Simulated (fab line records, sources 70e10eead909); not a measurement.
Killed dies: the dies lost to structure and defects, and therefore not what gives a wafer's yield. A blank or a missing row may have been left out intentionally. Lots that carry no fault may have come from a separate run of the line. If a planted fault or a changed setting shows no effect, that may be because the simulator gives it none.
Which tool is to blame?    flow nand harc    13 lots, 39 wafers sampled, at 5 steps of a route of 1159

== WHAT THE GAUGES SHOWED, per wafer ==
NHARC_END_SORT_01.
lot   measured      on         killed at array  killed at other  killed at periphery  killed dies  killed open  killed short
L991  day 19 14:55  prober-01  17 17 20         0 1 3            4 0 1                21 18 24     3 0 0        3 0 3
L993  day 19 22:40  prober-02  28 24 36         0 0 0            3 0 1                31 24 37     1 5 3        4 1 0
L996  day 19 22:52  prober-01  14 14 29         0 0 2            2 2 6                16 16 37     0 1 5        2 0 3
L100  day 22 13:22  prober-02  30 33 23         2 1 2            3 4 4                35 38 29     1 2 1        3 2 2
L103  day 22 19:32  prober-01  30 40 28         2 0 0            645 637 649          677 677 677  4 5 4        1 2 0
L104  day 22 12:31  prober-01  15 8 8           0 1 7            662 668 662          677 677 677  5 2 2        0 1 0
L105  day 23 07:30  prober-01  24 28 19         1 1 0            652 648 658          677 677 677  2 3 3        3 3 1
L107  day 23 23:44  prober-02  16 16 13         2 0 0            2 5 1                20 21 14     6 6 2        3 2 3
L108  day 23 23:53  prober-01  22 28 20         0 0 0            4 2 3                26 30 23     5 3 1        1 2 3
L113  day 24 20:52  prober-01  18 15 21         0 0 0            4 6 3                22 21 24     1 2 5        2 2 0

== TOOL THAT RAN EACH LOT (tool first, then ch and the chambers of the sampled wafers, then the start) ==
lot   NHARC_P_ZERO_WELL_IMPLANT_60    NHARC_P_GATE_ETCH_114                          NHARC_P_GATE_RTA_82               NHARC_P_M0_DEGAS_28
L990  implanter-02 ch 0, day 1 16:48  rie diel-07 ch 0,1, day 5 12:29 or earlier     rtp anneal-02 ch 0, day 5 12:29   pvd sputter-02, day 6 04:07
L991  implanter-02 ch 0, day 1 22:48  rie diel-03 ch 1,2, day 5 22:58 or earlier     rtp anneal-01 ch 0, day 5 22:58   pvd sputter-01, day 6 11:04
L993  implanter-01 ch 0, day 2 10:40  rie diel-03 ch 1,2, day 6 07:32 or earlier     rtp anneal-02 ch 0, day 6 07:32   pvd sputter-03, day 6 20:46
L996  implanter-01 ch 0, day 3 04:40  rie diel-03 ch 0,3, day 6 17:53 or earlier     rtp anneal-02 ch 0, day 6 17:53   pvd sputter-02, day 7 01:58
L100  implanter-01 ch 0, day 4 05:01  rie diel-06 ch 0,3, day 8 08:25 or earlier     rtp anneal-01 ch 0, day 8 08:25   pvd sputter-01, day 8 15:28
L103  implanter-01, day 4 23:07       -                                              -                                 -
L104  implanter-01, day 5 04:33       -                                              -                                 -
L105  implanter-02, day 5 10:53       -                                              -                                 -
L107  implanter-01 ch 0, day 5 22:49  rie diel-07 ch 1,2,3, day 9 18:59 or earlier   rtp anneal-02 ch 0, day 9 18:59   pvd sputter-01, day 10 06:11
L108  implanter-02 ch 0, day 6 04:48  rie diel-07 ch 0,2,3, day 9 19:55 or earlier   rtp anneal-02 ch 0, day 9 19:55   pvd sputter-01, day 10 06:35
L110  implanter-01 ch 0, day 6 16:52  rie diel-07 ch 0,1, day 10 05:45 or earlier    rtp anneal-02 ch 0, day 10 05:45  pvd sputter-02, day 10 15:58
L111  implanter-01 ch 0, day 6 22:49  rie diel-07 ch 0,1, day 10 21:40 or earlier    rtp anneal-01 ch 0, day 10 21:40  pvd sputter-03, day 11 11:05
L113  implanter-02 ch 0, day 7 10:41  rie diel-06 ch 0,1,2, day 11 09:19 or earlier  rtp anneal-01 ch 0, day 11 09:19  pvd sputter-01, day 12 01:18
- NHARC_P_ZERO_WELL_IMPLANT_60
- NHARC_P_GATE_ETCH_114: etches the open film in CF4/O2, target depth 30 nm, overetch 3 nm, time 16.5 s.
- NHARC_P_GATE_RTA_82: time 30 s.
- NHARC_P_M0_DEGAS_28: time 60 s.

== WHAT THE TOOLS THEMSELVES READ (means of the sampled wafers that have a number; where no wafer has one, the mark that the record gives instead) ==
NHARC_P_ZERO_WELL_IMPLANT_60.
lot   tool          beam energy keV  beam on s (s)
L990  implanter-02  30.006           10.06
L991  implanter-02  29.998           9.86
L993  implanter-01  29.991           9.89
L996  implanter-01  30.010           9.89
L100  implanter-01  30.001           9.91
L103  implanter-01  -                -
L104  implanter-01  -                -
L105  implanter-02  -                -
L107  implanter-01  30.004           10.04
L108  implanter-02  29.995           10.12
L110  implanter-01  29.997           9.95
L111  implanter-01  29.995           10.21
L113  implanter-02  29.990           9.91

NHARC_P_GATE_ETCH_114.
lot   tool         drypump motor current A (A)  oes product au (a.u.)  rf vpp V (V)  showerhead plenum p Torr (Torr)  throttle valve pct (%)
L990  rie diel-07  5.3                          1.007                  199.8         1.40                             13.396
L991  rie diel-03  5.8                          1.005                  199.1         1.39                             13.404
L993  rie diel-03  5.2                          1.004                  199.0         1.39                             13.398
L996  rie diel-03  5.5                          0.997                  195.9         1.27                             13.401
L100  rie diel-06  5.8                          0.997                  196.2         1.28                             13.389
L107  rie diel-07  5.5                          0.995                  199.2         1.40                             13.399
L108  rie diel-07  5.4                          0.985                  199.1         1.39                             13.398
L110  rie diel-07  5.4                          1.007                  199.3         1.40                             13.397
L111  rie diel-07  5.2                          1.000                  198.9         1.39                             13.402
L113  rie diel-06  5.4                          0.999                  195.8         1.27                             13.398

NHARC_P_GATE_RTA_82.
lot   tool           lamp power pct (%)  lamp_zone_1_pct (%)  wafer_temp_C_max
L990  rtp anneal-02  3.94                3.94                 451.9
L991  rtp anneal-01  3.71                3.71                 452.1
L993  rtp anneal-02  3.94                3.94                 451.9
L996  rtp anneal-02  3.94                3.94                 451.6
L100  rtp anneal-01  3.71                3.71                 452.2
L107  rtp anneal-02  3.94                3.94                 451.7
L108  rtp anneal-02  3.94                3.94                 451.7
L110  rtp anneal-02  3.94                3.94                 451.3
L111  rtp anneal-01  3.71                3.71                 452.0
L113  rtp anneal-01  3.71                3.71                 452.2

NHARC_P_M0_DEGAS_28.
lot   tool            heater power w (W)
L990  pvd sputter-02  314
L991  pvd sputter-01  317
L993  pvd sputter-03  331
L996  pvd sputter-02  349
L100  pvd sputter-01  319
L107  pvd sputter-01  300
L108  pvd sputter-01  303
L110  pvd sputter-02  358
L111  pvd sputter-03  314
L113  pvd sputter-01  310

== THE ANSWER, worked out from the rows above alone ==
Rule: what is usual is taken from the lots themselves. Put in order of their means at a reading, lots are off if they are a third of the lots or fewer, leave a main group of 4 or more, and stand apart from it by a gap of 3 or more times the standard deviation of the main group's means; of several such gaps the widest counts. The tables above print the reading to a certain number of digits; a main group whose means all agree to those digits is not used. A lot without any number at a reading at which 4 lots or more have one is off too. Any other lot the step has rows for is counted as sound. Order of review: gauges by route order, followed by the tools' own readings, for which a lot's mean as printed above is used. At the first step where some lot is off, the reading lying furthest off is the one used; lots without a number count as furthest.
Off at NHARC_END_SORT_01 (killed at periphery): L103, L104, L105. The main group has a mean of 2.9 with a standard deviation of 0.99. Neither off nor sound, because the step has no rows for them: L990, L110, L111.
If a tool, at a process step before that reading, ran all the lots that are off and no sound lot after the first of them, it fits. Not tried: the gauges at NHARC_END_SORT_01; whatever is off there is also off at NHARC_P_ZERO_WELL_IMPLANT_60, on other tools, and gauge error can't account for it. Because NHARC_P_GATE_ETCH_114 lacks a start for some lots, the hours and order of its lots are taken from NHARC_P_GATE_RTA_82. None of those tried fits.

== WHAT THE SIMULATOR HAD INSERTED ==
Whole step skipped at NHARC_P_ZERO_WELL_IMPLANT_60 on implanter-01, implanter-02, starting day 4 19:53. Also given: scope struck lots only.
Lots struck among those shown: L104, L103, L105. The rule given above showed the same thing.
